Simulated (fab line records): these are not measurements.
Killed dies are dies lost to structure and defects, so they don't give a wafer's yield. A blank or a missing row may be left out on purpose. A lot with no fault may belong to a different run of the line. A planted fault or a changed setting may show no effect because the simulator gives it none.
fab line records	flow n5Finfet
record: lots: 10	wafers: 28	lastDay: 17
route steps=1938 shown BEOL_M3@1007 BEOL_M4@1022 PASSIVATION@1936
lots that met no fault: taken from a fault-free run of the same line
startH: start of the lot's first displayed wafer, in hours after the record's first day	waitH: hours elapsed since this lot's preceding step	" identical to the entry in the row above	L1.1+2: a row that stands for several wafers	- no value, or no start given	* or withheld: withheld	< > ~ a bound
route shown NAME@n: a module of which the file shows steps, and the number in the route of the first	usual: mean/standard deviation taken from wafers without a fault	same: alike in all rows	chamber/n: place in a boat	sites: each site's reading	_std_site: the values' standard deviation	_edge_site: the outer-site mean with the inner-site mean subtracted	radiusMm: how far each site lies from the wafer's centre	mask NAME#n: copy n	behind: the tool/chamber that last shaped the wafer	hold: why the lot went on hold/how many hours it stayed there/how the hold came to an end	device: whichever transistor did not switch (one of n, p or np)	end of line: tests of these same wafers at the route's end	for a step that has no rows: nothing shown but its recipe	killed: at the first sort, the dies lost to defects and structure; wafer yield is something else	map: per-die view of a wafer (x killed, . not killed, _ where there is no die)
set.NAME: the setting that was run; set.NAME@STEP: the one run at that earlier step	model.NAME: the simulator's own value behind a step, which no gauge read
steps of the route over a sample of lots; a table a step, a row a wafer
services: a tool's chamber out of use, with start hour (startH, from the record's first day; less than 0 if before it), hours out, and reason
== steps ==
step: N5_BEOL_M3_ANNEAL_93
recipe: tempC: 400	timeS: 240	ambient: vacuum
usual: heaterPowerW: 818/80
lot.wafer	tool	chamber	startH	waitH	heaterPowerW
L133.1	pvdSputter-01	-	154.96	0.0	864
L133.2	"	-	"	"	938
L133.3	"	-	"	"	715
L141.1	pvdSputter-02	-	199.07	0.0	849
L141.5	"	-	"	"	732
L142.4	pvdSputter-03	-	206.36	0.0	805
L142.6	"	-	"	"	904
L143.1	pvdSputter-03	-	209.75	0.0	932
L143.3	"	-	"	"	935
L143.4	"	-	"	"	802
L144.1	pvdSputter-01	-	212.81	0.0	796
L144.3	"	-	"	"	955
L144.5	"	-	"	"	929
L150.1	pvdSputter-03	-	256.65	0.0	816
L150.5	"	-	"	"	941
L150.6	"	-	"	"	794
L151.1	pvdSputter-02	-	260.28	0.0	722
L151.3	"	-	"	"	875
L151.4	"	-	"	"	723
L154.3	pvdSputter-02	-	280.21	0.0	712
L154.4	"	-	"	"	738
L154.6	"	-	"	"	721
L153.2	pvdSputter-01	-	280.31	0.0	801
L153.4	"	-	"	"	924
L153.6	"	-	"	"	728
L156.4	pvdSputter-01	-	293.53	0.0	716
L156.5	"	-	"	"	951
L156.6	"	-	"	"	866
step: N5_BEOL_M3_PRE_CLEAN_60
recipe: gas: NH3/H2	timeS: 15	tempC: *	rfPowerW: 300
usual: heaterPowerW: 76/21
lot.wafer	tool	chamber	startH	waitH	heaterPowerW
L133.1	cvdCo-02	0	156.14	0.0	74
L133.2	"	2	"	"	63
L133.3	"	1	"	"	92
L141.1	cvdCo-01	2	200.41	0.2	45
L141.5	"	2	"	"	46
L142.4	cvdCo-02	1	207.59	0.1	95
L142.6	"	1	"	"	97
L143.1	cvdCo-01	2	210.95	0.0	47
L143.3	"	1	"	"	66
L143.4	"	2	"	"	46
L144.1	cvdCo-01	2	214.01	0.0	46
L144.3	"	1	"	"	65
L144.5	"	1	"	"	66
L150.1	cvdCo-01	0	257.83	0.0	124
L150.5	"	2	"	"	48
L150.6	"	1	"	"	64
L151.1	cvdCo-02	0	261.47	0.0	75
L151.3	"	2	"	"	64
L151.4	"	1	"	"	95
L154.3	cvdCo-02	0	281.39	0.0	75
L154.4	"	1	"	"	97
L154.6	"	0	"	"	76
L153.2	cvdCo-01	0	281.49	0.0	121
L153.4	"	2	"	"	46
L153.6	"	1	"	"	64
L156.4	cvdCo-02	1	294.74	0.1	97
L156.5	"	0	"	"	73
L156.6	"	2	"	"	65
step: N5_BEOL_M3_INSPECT_59
recipe: inspectInstrument: darkfield	mode: postDep
usual: rawDefectCount: 72/28
lot.wafer	tool	chamber	startH	waitH	rawDefectCount
L133.1	defectInspect-01	-	156.39	0.0	45
L133.2	"	-	"	"	53
L133.3	"	-	"	"	70
L141.1	defectInspect-01	-	200.66	0.0	67
L141.5	"	-	"	"	89
L142.4	defectInspect-02	-	207.88	0.0	61
L142.6	"	-	"	"	114
L143.1	defectInspect-01	-	211.25	0.0	76
L143.3	"	-	"	"	66
L143.4	"	-	"	"	71
L144.1	defectInspect-01	-	214.31	0.0	69
L144.3	"	-	"	"	50
L144.5	"	-	"	"	63
L150.1	defectInspect-02	-	258.08	0.0	547
L150.5	"	-	"	"	83
L150.6	"	-	"	"	47
L151.1	defectInspect-02	-	261.72	0.0	73
L151.3	"	-	"	"	110
L151.4	"	-	"	"	138
L154.3	defectInspect-02	-	281.66	0.0	48
L154.4	"	-	"	"	79
L154.6	"	-	"	"	59
L153.2	defectInspect-02	-	281.75	0.0	571
L153.4	"	-	"	"	77
L153.6	"	-	"	"	74
L156.4	defectInspect-02	-	294.97	0.0	50
L156.5	"	-	"	"	68
L156.6	"	-	"	"	72
step: N5_BEOL_M4_THK_MEAS_01
recipe: reads: SiOC_of_BEOL_M4_ILD_DEP_00
usual: M4_ILD_THK: 78.5/1.1
lot.wafer	tool	chamber	startH	waitH	M4_ILD_THK[nm]
L133.1	filmMetro-02	-	156.49	0.0	76.9
L133.2	"	-	"	"	78.9
L133.3	"	-	"	"	79.2
L141.1	filmMetro-02	-	200.76	0.0	79.1
L141.5	"	-	"	"	79.3
L142.4	filmMetro-02	-	207.99	0.0	77.8
L142.6	"	-	"	"	80.3
L143.1	filmMetro-02	-	211.38	0.1	78.6
L143.3	"	-	"	"	78.6
L143.4	"	-	"	"	78.9
L144.1	filmMetro-02	-	214.43	0.1	78.6
L144.3	"	-	"	"	78.3
L144.5	"	-	"	"	79.3
L150.1	filmMetro-01	-	258.20	0.1	76.8
L150.5	"	-	"	"	77.5
L150.6	"	-	"	"	79.6
L151.1	filmMetro-02	-	261.83	0.0	76.9
L151.3	"	-	"	"	79.0
L151.4	"	-	"	"	79.1
L154.3	filmMetro-01	-	281.76	0.1	77.2
L154.4	"	-	"	"	78.8
L154.6	"	-	"	"	77.8
L153.2	filmMetro-02	-	281.87	0.1	76.1
L153.4	"	-	"	"	79.0
L153.6	"	-	"	"	79.3
L156.4	filmMetro-02	-	295.09	0.1	79.3
L156.5	"	-	"	"	78.9
L156.6	"	-	"	"	78.5
step: N5_BEOL_M4_PECVD_72
recipe: material: SiO2	targetThkA: 160	tempC: 400	precursor: TEOS/O2	pressureTorr: 5.5	rfW: 450	teosFlowSccm: 53.8	gas: O2	flowSccm: 3000	timeS: 18
usual: heaterPowerW: 707/130	showerheadPlenumPTorr: 8.77/0.058	throttleValvePct: 23.1/1.5
lot.wafer	tool	chamber	startH	waitH	heaterPowerW	showerheadPlenumPTorr	throttleValvePct
L133.1	pecvd-02	0	156.53	0.0	514	8.79	22.6
L133.2	"	2	"	"	617	8.90	23.6
L133.3	"	1	"	"	669	8.78	24.0
L141.1	pecvd-03	2	200.80	0.0	607	8.72	21.4
L141.5	"	1	"	"	488	8.79	25.1
L142.4	pecvd-04	2	208.04	0.1	763	8.77	21.0
L142.6	"	1	"	"	791	8.68	24.4
L143.1	pecvd-04	2	211.41	0.0	790	8.77	20.8
L143.3	"	1	"	"	786	8.70	24.5
L143.4	"	2	"	"	757	8.78	20.6
L144.1	pecvd-03	0	214.47	0.0	774	8.70	22.9
L144.3	"	2	"	"	739	8.74	21.7
L144.5	"	0	"	"	793	8.72	22.9
L150.1	pecvd-02	1	258.24	0.0	679	8.79	23.7
L150.5	"	1	"	"	683	8.77	23.7
L150.6	"	2	"	"	622	8.87	20.4
L151.1	pecvd-02	1	261.86	0.0	690	8.80	23.8
L151.3	"	2	"	"	614	8.86	20.2
L151.4	"	2	"	"	607	8.87	20.1
L154.3	pecvd-02	1	281.80	0.0	675	8.78	23.6
L154.4	"	0	"	"	614	8.79	22.7
L154.6	"	1	"	"	687	8.78	23.6
L153.2	pecvd-02	1	281.91	0.0	735	8.80	23.7
L153.4	"	1	"	"	750	8.77	23.7
L153.6	"	2	"	"	627	8.88	20.2
L156.4	pecvd-03	1	295.14	0.1	498	8.77	25.3
L156.5	"	2	"	"	666	8.69	22.0
L156.6	"	0	"	"	845	8.71	23.2
step: N5_BEOL_M4_INSPECT_13
recipe: mode: adi	inspectInstrument: brightfield
usual: rawDefectCount: 417/97
lot.wafer	tool	chamber	startH	waitH	rawDefectCount
L133.1	defectInspect-02	-	158.00	0.1	417
L133.2	"	-	"	"	393
L133.3	"	-	"	"	489
L141.1	defectInspect-01	-	201.52	0.1	338
L141.5	"	-	"	"	447
L142.4	defectInspect-01	-	209.44	0.0	410
L142.6	"	-	"	"	479
L143.1	defectInspect-01	-	216.15	0.1	251
L143.3	"	-	"	"	247
L143.4	"	-	"	"	338
L144.1	defectInspect-02	-	217.06	0.1	305
L144.3	"	-	"	"	304
L144.5	"	-	"	"	278
L150.1	defectInspect-01	-	259.27	0.1	831
L150.5	"	-	"	"	563
L150.6	"	-	"	"	375
L151.1	defectInspect-02	-	262.71	0.1	530
L151.3	"	-	"	"	364
L151.4	"	-	"	"	457
L154.3	defectInspect-02	-	282.69	0.0	525
L154.4	"	-	"	"	339
L154.6	"	-	"	"	381
L153.2	defectInspect-01	-	286.62	0.0	899
L153.4	"	-	"	"	392
L153.6	"	-	"	"	559
L156.4	defectInspect-02	-	298.10	0.0	406
L156.5	"	-	"	"	604
L156.6	"	-	"	"	393
step: N5_BEOL_M4_RC_MEAS_101
usual: DIBL_N: 36.6/2.3	DIBL_P: 36.3/2.8	IOFF_N: 0.17/0.047	IOFF_P: 0.22/0.048	ION_N: 676/14	ION_P: 463/9.4	SS_N: 71.6/0.84	SS_P: 73.4/0.85	VT_N: 249/3.7	VT_P: -249/3.6
lot.wafer	tool	chamber	startH	waitH	DIBL_N[mV/V]	DIBL_P[mV/V]	IOFF_N[nA/um]	IOFF_P[nA/um]	ION_N[uA/um]	ION_P[uA/um]	SS_N[mV/dec]	SS_P[mV/dec]	VT_N[mV]	VT_P[mV]
L133.1	prober-02	0	167.15	0.0	35.1	32.6	0.15	0.18	667	461	72.0	73.0	249	-249
L133.2	"	0	"	"	34.6	33.7	0.13	0.18	679	470	70.9	71.8	253	-249
L133.3	"	0	"	"	37.2	37.4	0.18	0.24	674	467	71.3	73.8	248	-248
L141.1	prober-02	0	214.55	0.0	39.4	39.4	0.21	0.22	690	463	72.2	74.4	246	-253
L141.5	"	0	"	"	40.5	39.7	0.26	0.24	688	460	72.3	74.2	244	-250
L142.4	prober-01	0	220.99	0.5	38.0	39.6	0.23	0.33	697	481	71.9	74.5	246	-240
L142.6	"	0	"	"	36.7	37.7	0.19	0.27	677	471	72.0	74.3	249	-242
L143.1	prober-01	0	228.44	0.0	36.1	36.6	0.14	0.20	670	461	70.8	73.4	250	-250
L143.3	"	0	"	"	32.4	30.0	0.09	0.12	662	453	70.4	71.4	257	-257
L143.4	"	0	"	"	36.0	36.9	0.15	0.21	692	468	70.9	72.8	249	-250
L144.1	prober-02	0	228.71	0.0	36.1	35.7	0.15	0.18	656	448	71.1	72.7	253	-253
L144.3	"	0	"	"	36.9	35.5	0.17	0.18	689	466	71.6	73.2	248	-249
L144.5	"	0	"	"	37.1	34.7	0.17	0.16	647	437	73.2	72.6	253	-255
L150.1	prober-02	0	265.61	0.0	39.0	40.8	0.24	0.32	689	475	72.3	74.6	241	-241
L150.5	"	0	"	"	37.3	36.9	0.20	0.24	683	471	72.7	74.1	247	-248
L150.6	"	0	"	"	42.6	43.4	0.35	0.38	688	469	73.6	75.7	239	-240
L151.1	prober-01	0	273.59	0.0	35.1	35.4	0.14	0.19	683	471	70.4	72.8	249	-252
L151.3	"	0	"	"	33.5	33.8	0.12	0.17	658	456	70.8	71.8	251	-252
L151.4	"	0	"	"	36.1	36.4	0.16	0.22	679	466	71.5	73.1	250	-250
L154.3	prober-02	0	291.28	0.3	36.4	35.4	0.16	0.19	668	458	71.6	72.9	250	-252
L154.4	"	0	"	"	34.7	33.0	0.13	0.17	688	471	71.2	72.6	250	-251
L154.6	"	0	"	"	36.7	35.2	0.16	0.20	681	469	71.7	73.6	252	-248
L153.2	prober-02	0	295.01	0.2	35.8	32.8	0.16	0.16	665	450	71.0	72.8	249	-256
L153.4	"	0	"	"	35.3	35.1	0.15	0.19	659	446	71.2	72.9	247	-252
L153.6	"	0	"	"	33.0	32.1	0.12	0.16	671	462	71.2	71.8	252	-254
L156.4	prober-02	0	310.46	0.5	39.1	40.3	0.23	0.30	704	479	72.8	74.6	243	-245
L156.5	"	0	"	"	33.5	33.6	0.14	0.18	688	474	71.2	73.0	248	-249
L156.6	"	0	"	"	38.9	37.9	0.22	0.25	683	468	72.8	73.7	246	-244
step: N5_PASSIVATION_PROBE_49
usual: defectLimitedYield: 91.5/1.5	killed_at_M0_to_M3: 33/9.9	killed_at_M4_up: 14/5.2	killedAtContacts: 11/5.2	killedAtFrontEnd: 38/10	killedAtOther: 4/3.5	killedDies: 100/18	killedOnRim: 13/4.1	killedOpen: 66/14	killedShort: 32/6.9	sort_bin_4_leakage: 0.00/0.027	sort_bin_5_function: 5.0/1	sort_bin_6_memory: 3.1/0.69	sort_bin_8_speed: 0.03/0.26	sortNPass: 1080/18	sortYieldPct: 91.5/1.5
same: grossDies: 1180	killedAtBackSide: 0
lot.wafer	tool	chamber	startH	waitH	defectLimitedYield[%]	killed_at_M0_to_M3	killed_at_M4_up	killedAtContacts	killedAtFrontEnd	killedAtOther	killedDies	killedOnRim	killedOpen	killedShort	sort_bin_4_leakage[%]	sort_bin_5_function[%]	sort_bin_6_memory[%]	sort_bin_8_speed[%]	sortNPass	sortYieldPct[%]
L133.1	prober-02	-	272.83	0.0	89.2	46	14	13	46	8	127	20	84	37	0	6.2	3.8	0	1053	89.2
L133.2	prober-02	-	272.88	0.1	89.9	20	34	17	44	4	119	21	89	29	0	5.9	3.8	0	1061	89.9
L133.3	prober-02	-	272.93	0.1	91.1	42	7	10	40	6	105	15	72	33	0	6.1	2.6	0	1075	91.1
L141.1	prober-02	-	327.71	0.0	91.7	39	22	8	21	8	98	11	64	34	0	4.4	3.6	0	1082	91.7
L141.5	prober-02	-	327.91	0.2	90.9	36	15	26	26	4	107	11	67	40	0	5.3	3.1	0	1073	90.9
L142.4	prober-02	-	332.19	0.2	92.4	33	8	12	35	2	90	11	60	29	0	4.7	3.0	0	1090	92.4
L142.6	prober-02	-	332.29	0.3	94.9	16	5	13	24	2	60	9	43	16	0	3.5	1.6	0	1120	94.9
L143.1	prober-01	-	347.04	0.0	89.7	29	12	25	53	2	121	12	85	35	0	6.1	3.7	0	1059	89.7
L143.3	prober-01	-	347.14	0.1	90.0	37	11	20	48	2	118	15	75	43	0	6.1	3.5	0	1062	90.0
L143.4	prober-01	-	347.19	0.2	88.3	38	17	16	66	1	138	15	82	48	0	6.4	4.0	0	1042	88.3
L144.1	prober-02	-	348.20	0.0	92.1	31	9	4	45	4	93	6	57	24	0	4.7	2.3	0	1087	92.1
L144.3	prober-02	-	348.30	0.1	91.2	34	15	10	30	15	104	12	70	25	0	5.8	3.1	0	1076	91.2
L144.5	prober-02	-	348.40	0.2	92.1	39	16	9	18	11	93	7	61	22	0	5.3	2.6	0.17	1085	91.9
L151.1	prober-01	-	387.14	0.0	92.6	35	17	11	20	4	87	9	68	19	0	4.2	3.1	0	1093	92.6
L151.3	prober-01	-	387.24	0.1	93.5	18	9	9	39	2	77	14	47	27	0	3.6	2.4	0	1103	93.5
L151.4	prober-01	-	387.29	0.2	93.6	15	13	6	37	4	75	9	44	27	0	3.6	2.2	0	1105	93.6
L154.3	prober-02	-	395.30	0.1	91.9	43	10	5	35	2	95	14	74	20	0	5.1	2.7	0	1085	91.9
L154.4	prober-02	-	395.35	0.2	91.7	45	20	11	22	0	98	11	63	33	0	4.7	3.4	0	1082	91.7
L154.6	prober-02	-	395.45	0.3	88.8	47	35	17	31	2	132	15	96	34	0	6.6	4.6	0	1048	88.8
L153.2	prober-01	-	404.13	0.1	85.2	112	10	4	42	7	175	38	77	29	0	8.1	4.8	0	1005	85.2
L153.4	prober-01	-	404.23	0.2	87.2	56	15	11	54	15	151	17	97	45	0	7.5	5.0	0	1029	87.2
L153.6	prober-01	-	404.33	0.3	90.8	45	13	6	41	4	109	17	66	33	0	4.8	3.1	0	1071	90.8
L150.1	prober-02	-	404.83	0.0	88.6	93	8	7	27	0	135	29	42	24	0	6.6	3.1	0	1045	88.6
L150.5	prober-02	-	405.03	0.2	91.9	32	19	8	34	3	96	9	63	31	0	4.6	2.8	0	1084	91.9
L150.6	prober-02	-	405.08	0.3	90.5	43	15	10	43	1	112	14	60	40	1.44	5.2	3.4	0	1051	89.1
L156.4	prober-02	-	417.16	0.7	89.6	45	15	10	49	4	123	16	89	34	0	6.0	4.3	0	1057	89.6
L156.5	prober-02	-	417.21	0.8	92.5	32	17	9	30	0	88	14	54	34	0	4.0	3.2	0	1092	92.5
L156.6	prober-02	-	417.26	0.8	92.7	22	8	10	40	6	86	14	57	29	0	3.6	3.5	0	1094	92.7
killed by level:class
L133.1 FIN_SAQP:geometricParticle:open=11 BEOL_M0_SAQP:geometricParticle:short=11 MOL_CONTACT_COAG:geometricParticle:open=11 BEOL_M1:geometricParticle:open=10 BEOL_M4:geometricParticle:open=9 FIN_SAQP:geometricParticle:short=8 BEOL_M3:geometricParticle:open=8 STI_FIN_REVEAL:geometricParticle:open=7
L133.2 BEOL_M4:geometricParticle:open=23 STI_FIN_REVEAL:geometricParticle:open=21 MOL_CONTACT_COAG:geometricParticle:open=14 BEOL_M3:geometricParticle:open=7 FIN_SAQP:geometricParticle:open=6 BEOL_M4:geometricParticle:short=5 STARTING-WAFER:geometricParticle:short=5 FIN_SAQP:geometricParticle:short=4
L133.3 BEOL_M3:geometricParticle:open=15 STI_FIN_REVEAL:geometricParticle:open=14 MOL_CONTACT_COAG:geometricParticle:open=10 BEOL_M0_SAQP:geometricParticle:short=9 GATE_CUT:geometricParticle:short=7 BEOL_M0_SAQP:geometricParticle:open=6 STI_FIN_REVEAL:geometricParticle:short=5 BEOL_M2:geometricParticle:open=5
L141.1 BEOL_M4:geometricParticle:open=12 BEOL_M0_SAQP:geometricParticle:short=8 BEOL_M0_SAQP:geometricParticle:open=7 BEOL_M1:geometricParticle:open=6 MOL_CONTACT_COAG:geometricParticle:open=6 BEOL_M3:geometricParticle:open=5 STARTING-WAFER:geometricParticle:open=5 GATE_CUT:geometricParticle:short=4
L141.5 MOL_CONTACT_COAG:geometricParticle:open=19 BEOL_M0_SAQP:geometricParticle:short=10 BEOL_M0_SAQP:geometricParticle:open=9 BEOL_M4:geometricParticle:open=9 MOL_CONTACT_COAG:geometricParticle:short=7 GATE_CUT:geometricParticle:short=6 BEOL_M2:geometricParticle:open=6 BEOL_M2:geometricParticle:short=4
L142.4 STI_FIN_REVEAL:geometricParticle:open=13 BEOL_M0_SAQP:geometricParticle:short=12 MOL_CONTACT_COAG:geometricParticle:open=11 BEOL_M0_SAQP:geometricParticle:open=9 FIN_SAQP:geometricParticle:short=7 DUMMY_GATE:geometricParticle:open=5 BEOL_M4:geometricParticle:open=4 FIN_SAQP:geometricParticle:open=3
L142.6 MOL_CONTACT_COAG:geometricParticle:open=12 FIN_SAQP:geometricParticle:open=7 BEOL_M0_SAQP:geometricParticle:open=7 FIN_SAQP:geometricParticle:short=4 STARTING-WAFER:geometricParticle:open=4 BEOL_M0_SAQP:geometricParticle:short=3 BEOL_M2:geometricParticle:open=3 DUMMY_GATE:geometricParticle:open=2
L143.1 MOL_CONTACT_COAG:geometricParticle:open=21 STI_FIN_REVEAL:geometricParticle:open=14 BEOL_M3:geometricParticle:open=8 GATE_CUT:geometricParticle:open=6 BEOL_M0_SAQP:geometricParticle:open=6 FIN_SAQP:geometricParticle:open=5 FIN_SAQP:geometricParticle:short=5 DUMMY_GATE:geometricParticle:open=5
L143.3 STI_FIN_REVEAL:geometricParticle:open=18 MOL_CONTACT_COAG:geometricParticle:open=14 BEOL_M0_SAQP:geometricParticle:short=11 BEOL_M1:geometricParticle:open=11 BEOL_M0_SAQP:geometricParticle:open=10 STI_FIN_REVEAL:geometricParticle:short=7 MOL_CONTACT_COAG:geometricParticle:short=6 FIN_SAQP:geometricParticle:short=5
L143.4 FIN_SAQP:geometricParticle:open=18 FIN_SAQP:geometricParticle:short=16 MOL_CONTACT_COAG:geometricParticle:open=13 BEOL_M3:geometricParticle:open=13 STI_FIN_REVEAL:geometricParticle:open=8 GATE_CUT:geometricParticle:short=6 BEOL_M2:geometricParticle:open=6 BEOL_M3:geometricParticle:short=6
L144.1 STI_FIN_REVEAL:geometricParticle:open=12 HKMG_FIN:areaEtch=9 FIN_SAQP:geometricParticle:open=7 BEOL_M0_SAQP:geometricParticle:open=6 BEOL_M1:geometricParticle:short=6 BEOL_M1:geometricParticle:open=6 FIN_SAQP:geometricParticle:short=4 STI_FIN_REVEAL:geometricParticle:short=4
L144.3 MOL_CONTACT_COAG:geometricParticle:open=10 BEOL_M3:geometricParticle:open=9 PASSIVATION:areaEtch=9 FIN_SAQP:geometricParticle:open=7 FIN_SAQP:geometricParticle:short=7 BEOL_M1:geometricParticle:open=7 BEOL_M4:geometricParticle:open=7 BEOL_M0_SAQP:geometricParticle:open=4
L144.5 BEOL_M1:geometricParticle:open=13 PASSIVATION:areaEtch=9 MOL_CONTACT_COAG:geometricParticle:open=8 BEOL_M4:geometricParticle:open=8 BEOL_M0_SAQP:geometricParticle:open=7 BEOL_M3:geometricParticle:open=7 BEOL_M0_SAQP:geometricParticle:short=6 BEOL_M1:geometricParticle:short=5
L151.1 BEOL_M1:geometricParticle:open=17 MOL_CONTACT_COAG:geometricParticle:open=9 BEOL_M4:geometricParticle:open=7 BEOL_M0_SAQP:geometricParticle:open=6 STI_FIN_REVEAL:geometricParticle:open=5 FIN_SAQP:geometricParticle:open=4 BEOL_M0_SAQP:geometricParticle:short=4 BEOL_M3:geometricParticle:open=4
L151.3 FIN_SAQP:geometricParticle:open=8 FIN_SAQP:geometricParticle:short=8 MOL_CONTACT_COAG:geometricParticle:open=7 BEOL_M3:geometricParticle:open=6 BEOL_M4:geometricParticle:open=5 STI_FIN_REVEAL:geometricParticle:open=4 DUMMY_GATE:geometricParticle:open=4 BEOL_M2:geometricParticle:open=4
L151.4 FIN_SAQP:geometricParticle:short=15 BEOL_M2:geometricParticle:open=6 STARTING-WAFER:geometricParticle:open=5 STI_FIN_REVEAL:geometricParticle:open=4 DUMMY_GATE:geometricParticle:open=4 MOL_CONTACT_COAG:geometricParticle:open=4 BEOL_M8:geometricParticle:open=4 FIN_SAQP:geometricParticle:open=3
L154.3 BEOL_M0_SAQP:geometricParticle:open=9 BEOL_M2:geometricParticle:open=9 STI_FIN_REVEAL:geometricParticle:open=6 BEOL_M0_SAQP:geometricParticle:short=6 BEOL_M1:geometricParticle:open=6 FIN_SAQP:geometricParticle:open=5 DUMMY_GATE:geometricParticle:open=5 GATE_CUT:geometricParticle:short=5
L154.4 BEOL_M0_SAQP:geometricParticle:open=14 BEOL_M4:geometricParticle:open=11 BEOL_M0_SAQP:geometricParticle:short=10 MOL_CONTACT_COAG:geometricParticle:open=8 BEOL_M1:geometricParticle:open=7 STI_FIN_REVEAL:geometricParticle:open=6 GATE_CUT:geometricParticle:short=4 FIN_SAQP:geometricParticle:short=4
L154.6 BEOL_M4:geometricParticle:open=18 MOL_CONTACT_COAG:geometricParticle:open=16 BEOL_M1:geometricParticle:open=12 FIN_SAQP:geometricParticle:open=10 BEOL_M0_SAQP:geometricParticle:short=10 BEOL_M0_SAQP:geometricParticle:open=8 BEOL_M2:geometricParticle:open=5 STI_FIN_REVEAL:geometricParticle:open=4
L153.2 BEOL_M3:unspecified=64 BEOL_M0_SAQP:geometricParticle:open=14 BEOL_M0_SAQP:geometricParticle:short=10 BEOL_M3:geometricParticle:open=10 STI_FIN_REVEAL:geometricParticle:open=9 DUMMY_GATE:geometricParticle:open=8 BEOL_M2:geometricParticle:open=5 HKMG_FIN:areaEtch=5
L153.4 BEOL_M0_SAQP:geometricParticle:short=15 STI_FIN_REVEAL:geometricParticle:open=14 BEOL_M0_SAQP:geometricParticle:open=14 FIN_SAQP:geometricParticle:open=12 BEOL_M3:geometricParticle:open=11 MOL_CONTACT_COAG:geometricParticle:open=10 PASSIVATION:areaEtch=9 BEOL_M2:geometricParticle:open=8
L153.6 BEOL_M0_SAQP:geometricParticle:open=16 BEOL_M3:geometricParticle:open=10 BEOL_M0_SAQP:geometricParticle:short=10 BEOL_M4:geometricParticle:open=7 HKMG_FIN:areaEtch=7 FIN_SAQP:geometricParticle:open=6 STI_FIN_REVEAL:geometricParticle:open=5 STARTING-WAFER:geometricParticle:short=5
L150.1 BEOL_M3:unspecified=66 BEOL_M0_SAQP:geometricParticle:short=9 STI_FIN_REVEAL:geometricParticle:open=8 MOL_CONTACT_COAG:geometricParticle:open=6 FIN_SAQP:geometricParticle:open=5 BEOL_M0_SAQP:geometricParticle:open=5 BEOL_M0:geometricParticle:open=4 BEOL_M2:geometricParticle:open=4
L150.5 STI_FIN_REVEAL:geometricParticle:open=12 BEOL_M2:geometricParticle:open=11 BEOL_M4:geometricParticle:open=8 BEOL_M0_SAQP:geometricParticle:short=7 FIN_SAQP:geometricParticle:short=5 DUMMY_GATE:geometricParticle:open=5 MOL_CONTACT_COAG:geometricParticle:open=5 GATE_CUT:geometricParticle:short=4
L150.6 BEOL_M0_SAQP:geometricParticle:short=13 FIN_SAQP:geometricParticle:open=11 STI_FIN_REVEAL:geometricParticle:open=11 HKMG_FIN:areaEtch=10 BEOL_M2:geometricParticle:short=9 MOL_CONTACT_COAG:geometricParticle:open=8 BEOL_M0_SAQP:geometricParticle:open=7 BEOL_M2:geometricParticle:open=7
L156.4 BEOL_M2:geometricParticle:open=15 BEOL_M3:geometricParticle:open=11 STI_FIN_REVEAL:geometricParticle:open=10 FIN_SAQP:geometricParticle:open=9 MOL_CONTACT_COAG:geometricParticle:open=9 FIN_SAQP:geometricParticle:short=8 BEOL_M4:geometricParticle:open=7 BEOL_M0_SAQP:geometricParticle:short=5
L156.5 FIN_SAQP:geometricParticle:short=12 FIN_SAQP:geometricParticle:open=8 MOL_CONTACT_COAG:geometricParticle:open=8 BEOL_M0_SAQP:geometricParticle:short=8 BEOL_M2:geometricParticle:open=6 BEOL_M0_SAQP:geometricParticle:open=5 BEOL_M1:geometricParticle:open=5 BEOL_M4:geometricParticle:short=4
L156.6 STI_FIN_REVEAL:geometricParticle:open=8 GATE_CUT:geometricParticle:short=8 MOL_CONTACT_COAG:geometricParticle:open=6 GATE_CUT:geometricParticle:open=5 FIN_SAQP:geometricParticle:open=4 FIN_SAQP:geometricParticle:short=4 BEOL_M4:geometricParticle:open=4 MOL_CONTACT_COAG:geometricParticle:short=4
== services ==
tool	chamber	startH	hours	kind
pecvd-04	-	140.52	6.7	repair
cvdCo-02	-	145.58	0.9	repair
pecvd-03	2	148.46	2.1	scheduledDown
pecvd-04	-	164.23	14.6	pm
pecvd-04	0	178.86	2.1	scheduledDown
pecvd-03	-	180.29	2.2	repair
pecvd-04	-	184.51	0.8	repair
cvdCo-01	1	190.56	7.6	repair
cvdCo-02	0	196.33	2.2	repair
pecvd-02	2	202.38	-	clean
pecvd-02	2	202.38	-	consumableReplace:showerhead
pecvd-02	2	202.38	29.0	scheduledDown
pecvd-02	2	202.38	29.0	ventCycle
cvdCo-02	0	202.91	7.9	repair
cvdCo-01	0	203.59	15.8	repair
pecvd-04	-	242.28	1.9	repair
pecvd-03	2	253.61	5.5	scheduledDown
pecvd-04	-	254.34	14.9	repair
pecvd-02	0	269.66	11.3	repair
pecvd-03	-	270.66	0.8	pm
pecvd-03	-	278.96	2.8	pm
pecvd-02	1	291.40	27.1	repair
== key ==
firstSign: step: N5_BEOL_M3_INSPECT_59	reading: rawDefectCount	direction: up	sigmas: 17	usual: 72	struck: 559
effect: step: N5_BEOL_M4_INSPECT_13	reading: rawDefectCount	direction: up	sigmas: 4.6	usual: 417	struck: 865
effect: step: N5_PASSIVATION_PROBE_49	reading: killed_at_M0_to_M3	direction: up	sigmas: 7	usual: 33	struck: 102
moreKillsBornAt: N5_BEOL_M3_PRE_CLEAN_60@cvdCo-01: 130
metAt N5_BEOL_M3_PRE_CLEAN_60
struckLots L150,L153
struckWafers L150.1,L153.2
baselineLoss: step: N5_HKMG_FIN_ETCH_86	wafers: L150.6
notActingAt N5_BEOL_M3_ANNEAL_93,N5_BEOL_M4_THK_MEAS_01,N5_BEOL_M4_PECVD_72
fault: kind: chamberParticleSource	tool: cvdCo-01	chamber: 0	onsetH: 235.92	steps: N5_BEOL_M3_PRE_CLEAN_60	ratePerVisitCm2: 0.78533	endH: 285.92
baselineLoss: these wafers lose ten dies or more at that step, a loss of the line's own and not of a fault; the sort's usual values leave them out
